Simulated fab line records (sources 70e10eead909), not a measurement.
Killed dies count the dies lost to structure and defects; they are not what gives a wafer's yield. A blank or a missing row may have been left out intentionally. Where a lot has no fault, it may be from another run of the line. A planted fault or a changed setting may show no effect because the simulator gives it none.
Which tool was responsible? || flow nandHarc || at 1 step of a route of 1302, 24 lots with 72 wafers sampled

WHAT THE GAUGES SHOWED, per wafer
NHARC_A_CHANNEL_HOLE_D2_CD_MEAS_10: target cd 100 nm. Usual: 99.8 nm for cdNm, sd 0.46.
{"lot": "L074", "measured": "day 13 16:47", "on": "cdSem-02", "cdNm (nm)": "100.1 100.7 100.3", "flag": ""}
{"lot": "L075", "measured": "day 13 16:56", "on": "cdSem-03", "cdNm (nm)": "100.1 99.8 100.1", "flag": ""}
{"lot": "L076", "measured": "day 14 09:38", "on": "cdSem-02", "cdNm (nm)": "99.8 100.1 99.6", "flag": ""}
{"lot": "L077", "measured": "day 14 19:43", "on": "cdSem-02", "cdNm (nm)": "100.2 100.3 99.8", "flag": ""}
{"lot": "L078", "measured": "day 15 01:44", "on": "cdSem-02", "cdNm (nm)": "99.2 99.6 99.1", "flag": ""}
{"lot": "L079", "measured": "day 15 08:07", "on": "cdSem-03", "cdNm (nm)": "99.5 99.9 99.9", "flag": ""}
{"lot": "L080", "measured": "day 15 18:37", "on": "cdSem-01", "cdNm (nm)": "99.8 99.7 100.4", "flag": ""}
{"lot": "L081", "measured": "day 16 03:26", "on": "cdSem-03", "cdNm (nm)": "99.5 99.2 99.8", "flag": ""}
{"lot": "L082", "measured": "day 16 13:58", "on": "cdSem-01", "cdNm (nm)": "100.0 100.0 100.6", "flag": ""}
{"lot": "L083", "measured": "day 16 15:13", "on": "cdSem-01", "cdNm (nm)": "100.0 99.8 99.3", "flag": ""}
{"lot": "L085", "measured": "day 17 15:06", "on": "cdSem-02", "cdNm (nm)": "99.4 99.5 99.2", "flag": ""}
{"lot": "L084", "measured": "day 17 15:15", "on": "cdSem-01", "cdNm (nm)": "99.0 99.9 99.8", "flag": ""}
{"lot": "L086", "measured": "day 18 05:59", "on": "cdSem-02", "cdNm (nm)": "98.9 99.6 100.0", "flag": ""}
{"lot": "L087", "measured": "day 19 05:42", "on": "cdSem-03", "cdNm (nm)": "99.8 99.7 99.3", "flag": ""}
{"lot": "L089", "measured": "day 19 12:26", "on": "cdSem-03", "cdNm (nm)": "99.9 99.9 99.4", "flag": ""}
{"lot": "L088", "measured": "day 19 12:41", "on": "cdSem-01", "cdNm (nm)": "99.5 99.7 99.3", "flag": ""}
{"lot": "L090", "measured": "day 20 10:02", "on": "cdSem-02", "cdNm (nm)": "99.0 99.6 98.9", "flag": ""}
{"lot": "L091", "measured": "day 20 10:14", "on": "cdSem-01", "cdNm (nm)": "99.9 100.5 100.3", "flag": ""}
{"lot": "L092", "measured": "day 21 14:40", "on": "cdSem-01", "cdNm (nm)": "99.8 100.1 100.2", "flag": ""}
{"lot": "L093", "measured": "day 21 15:12", "on": "cdSem-01", "cdNm (nm)": "100.6 100.0 99.6", "flag": ""}
{"lot": "L095", "measured": "day 21 16:34", "on": "cdSem-01", "cdNm (nm)": "100.2 99.9 101.1", "flag": ""}
{"lot": "L094", "measured": "day 22 00:12", "on": "cdSem-03", "cdNm (nm)": "100.4 99.9 99.9", "flag": ""}
{"lot": "L096", "measured": "day 22 00:26", "on": "cdSem-03", "cdNm (nm)": "99.9 99.6 99.5", "flag": ""}
{"lot": "L097", "measured": "day 22 18:14", "on": "cdSem-02", "cdNm (nm)": "99.0 99.8 98.3", "flag": ""}

WHICH TOOL RAN EACH LOT (tool, then ch and the chambers of the sampled wafers, then the start)
There is no process step in the record ahead of these readings.

AS READ BY THE TOOLS THEMSELVES (means over the sampled wafers that have a number; for cases with no such wafer, the mark the record gives instead)
The record holds no such reading with a usual standard deviation.

THE ANSWER, worked out from the rows above alone
Rule: a lot is off if the mean of its wafers that have a number lies more than 3 standard deviations from the usual mean. A lot without any number at a reading at which 4 lots or more have one is off too. Any other lot the step has rows for is counted as sound. First the gauges in route order, then the tools' own readings, where a lot's mean is used as printed above. At the first step where some lot is off, the reading lying furthest off is the one used; lots without a number count as furthest.
Nothing can be told from this: no lot is off at any reading shown.

WHAT WAS PUT IN BY THE SIMULATOR
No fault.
